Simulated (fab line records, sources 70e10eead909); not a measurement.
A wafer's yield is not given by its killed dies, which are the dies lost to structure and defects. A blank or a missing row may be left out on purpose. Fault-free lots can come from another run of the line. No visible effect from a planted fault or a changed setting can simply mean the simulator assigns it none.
Matching of chambers -- flow nand harc -- NHARC_A_CONTACT_DESCUM_74 on rie diel-04 has 4 sister chambers
The step chemistry O2, time 3 s. 8 wafers are shown with their chamber, then 8 later ones without.

EACH WAFER AND ITS CHAMBER
wafer,chamber,showerhead plenum p Torr (Torr),oes product au (a.u.)
L075.4,3,1.92,0.995
L082.3,2,1.78,1.001
L082.5,0,2.05,0.984
L084.4,0,2.05,0.999
L093.3,3,1.90,1.010
L093.4,2,1.76,1.006
L093.5,1,1.86,1.011
L094.1,1,1.86,1.011

WAFERS WITH NO CHAMBER GIVEN
wafer,showerhead plenum p Torr (Torr),oes product au (a.u.)
L094.2,1.76,1.004
L094.5,1.76,1.001
L095.2,1.86,1.003
L095.3,1.90,1.001
L095.5,1.76,0.990
L096.3,2.04,0.988
L096.5,1.90,1.002
L096.6,2.04,0.987

WHICH CHAMBER EACH ONE RAN IN
wafer,from the rows above,in truth
L094.2,2,2
L094.5,2,2
L095.2,1,1
L095.3,3,3
L095.5,2,2
L096.3,0,0
L096.5,3,3
L096.6,0,0
Correctly placed: 8 of 8. Not placeable from these rows: 0. Wrongly placed: 0.
How it was worked out, from the rows above alone: a wafer's distance from a chamber is the root of the sum, over the readings, of the square of ((its reading less the chamber's mean) divided by the reading's scatter). The wafer belongs to the nearest chamber; if the next one is less than 2 further off, it can't be placed. The mean given for a chamber averages the wafers shown for that chamber. How the scatter is found: for the shown wafers, subtract from each reading the mean of its chamber, square and add these, divide the total by (wafers less chambers), then take the root.
